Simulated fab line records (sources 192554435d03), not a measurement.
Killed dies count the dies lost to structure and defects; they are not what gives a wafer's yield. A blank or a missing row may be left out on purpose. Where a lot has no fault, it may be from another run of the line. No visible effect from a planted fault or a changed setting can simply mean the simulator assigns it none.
A lot that was struck, set against a sound lot | flow n5_finfet | 15 steps out of a route of 1938
Sound: these wafers, L736.1, L736.2, L736.5. Struck: wafers L744.5, L744.6 (left out: L744.1, a lot-mate that was not struck); the cause follows at the end.
Order at every step that has rows: each side's tool, ch and its chambers, its first start. Under that, the readings that differ: sound wafers | struck wafers | difference of the means | sigmas: that difference in standard deviations of wafers without a fault.
alike: a reading whose means differ by less than 2 such deviations, as well as words and numbers matching on both sides. not compared: withheld readings; readings where some wafer has no value; bounds like >300 that might hide an equal value; numbers whose values overlap and for which the record gives no deviation.
A row with sigmas, a row that says differs or no value, or rows on one side alone: a step with any of these is where the two part. Numbers that have no deviation but don't overlap get no sigmas and don't part them. A reading that every wafer of one side lacks parts them only if that side has two wafers or more.

N5_FIN_SAQP_ETCH_69: etches SOC in N2/H2, stops on SiNx, target depth 150 nm.
  sound on rie_diel-02 ch 0,1,2, day 3 13:24; struck on rie_diel-05 ch 0,3, day 5 13:23
  alike: drypump_motor_current_A, oes_product_au, rf_vpp_V, showerhead_plenum_p_Torr, throttle_valve_pct
  not compared: rf_hours_counter_h
N5_FIN_SAQP_ETCH_67: etches SiNx in CH3F/O2, target depth 30 nm.
  sound on rie_diel-02 ch 0,1,2, day 3 13:28; struck on rie_diel-05 ch 0,3, day 5 13:26
  alike: drypump_motor_current_A, oes_product_au, rf_vpp_V, showerhead_plenum_p_Torr, throttle_valve_pct
  not compared: rf_hours_counter_h
N5_FIN_SAQP_STRIP_70: strips in N2/H2.
  sound on rie_diel-02 ch 0,1,2, day 3 13:30; struck on rie_diel-05 ch 0,3, day 5 13:29
  alike: drypump_motor_current_A, oes_product_au, rf_vpp_V, showerhead_plenum_p_Torr, throttle_valve_pct
  not compared: rf_hours_counter_h
then, 4 steps without rows for these wafers: N5_FIN_SAQP_RECESS_71 (chemistry HF/NH3, target SiO2, target depth 3 nm, afs cycles 1, sublimation time 60 s); N5_FIN_SAQP_SPACER2_ALD_28 (deposits SiO2, target thk 8.1 nm, pulse time 1 s, purge time 2 s); N5_FIN_SAQP_SPACER2_ETCHBACK_29 (etches SiO2 in CHF3/O2, target depth 12.2 nm, time 6.1 s); N5_FIN_SAQP_MANDREL2_REMOVE_60 (chemistry HBr/Cl2/O2, target a-Si, stops on SiNx, bt time 10 s).
N5_FIN_SAQP_CD_MEAS_31: target cd 8 nm.
  sound on cd_sem-03 ch 0, day 3 14:14; struck on cd_sem-02 ch 0, day 5 14:27
  alike: cd_nm
then, 1 step without rows for these wafers: N5_FIN_SAQP_HM_OPEN_33 (chemistry CH3F/O2, target SiNx, target depth 49.4 nm, time 70.6 s).
N5_FIN_SAQP_ETCH_34: etches SiO2 in C4F6/O2, target depth 45 nm, time 15 s.
  sound on rie_diel-02 ch 0,2, day 3 14:22; struck on rie_diel-01 ch 0,1, day 5 14:34
  alike: drypump_motor_current_A, etch_rf_on_time_s, oes_product_au, rf_vpp_V, showerhead_plenum_p_Torr, throttle_valve_pct
  not compared: rf_hours_counter_h
N5_FIN_SAQP_STRIP_77: strips in N2/H2, time 90 s.
  sound on rie_diel-02 ch 0,2, day 3 14:23; struck on rie_diel-01 ch 0,1, day 5 14:35
  alike: drypump_motor_current_A, oes_product_au, rf_vpp_V, showerhead_plenum_p_Torr, throttle_valve_pct
  not compared: rf_hours_counter_h
N5_FIN_SAQP_HM_CD_35: target cd 8 nm.
  sound on cd_sem-02, day 3 14:31; struck on cd_sem-02, day 5 14:43
  alike: cd_nm
N5_FIN_SAQP_ETCH_64: etches SiO2 in CF4, target depth 1.5 nm.
  sound on rie_si-06 ch 2,3, day 3 14:34; struck on rie_si-06 ch 0,1, day 5 14:46
  reading                  | sound             | struck      | difference | sigmas
  oes_product_au (a.u.)    | 1.010 1.000 0.993 | 1.174 1.182 | +0.177     | +11
  throttle_valve_pct (%)   | 21.68 21.42 21.41 | 21.99 21.85 | +0.42      | +3
  model.etch.depth_nm (nm) | 1.472 1.488 1.487 | 2.007 1.976 | +0.509     |
  alike: drypump_motor_current_A
  not compared: rf_hours_counter_h
then, 1 step without rows for these wafers: N5_FIN_SAQP_FIN_ETCH_36 (etches the open film in HBr/Cl2/O2, target depth 120 nm, time 50.4 s).
-- here the record skips 12 days between the struck wafers' starts before and after, leaving off in module FIN_SAQP and picking up in module PASSIVATION (first step shown: number 1936 of the route) --
N5_PASSIVATION_PROBE_49:
  sound on prober-02, day 14 00:29; struck on prober-01, day 17 15:58
  alike: killed_at_M0_to_M3, killed_at_M4_up, killed_at_contacts, killed_at_front_end, killed_at_other, killed_dies, killed_open, killed_short

WHERE THEY PART
N5_FIN_SAQP_ETCH_64 only, going by this record. Later steps at which nothing parts them and some readings are alike: N5_PASSIVATION_PROBE_49.

WHY: whatever the simulator had introduced
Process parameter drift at N5_FIN_SAQP_ETCH_64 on rie_si-06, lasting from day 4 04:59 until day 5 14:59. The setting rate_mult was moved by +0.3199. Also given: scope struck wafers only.
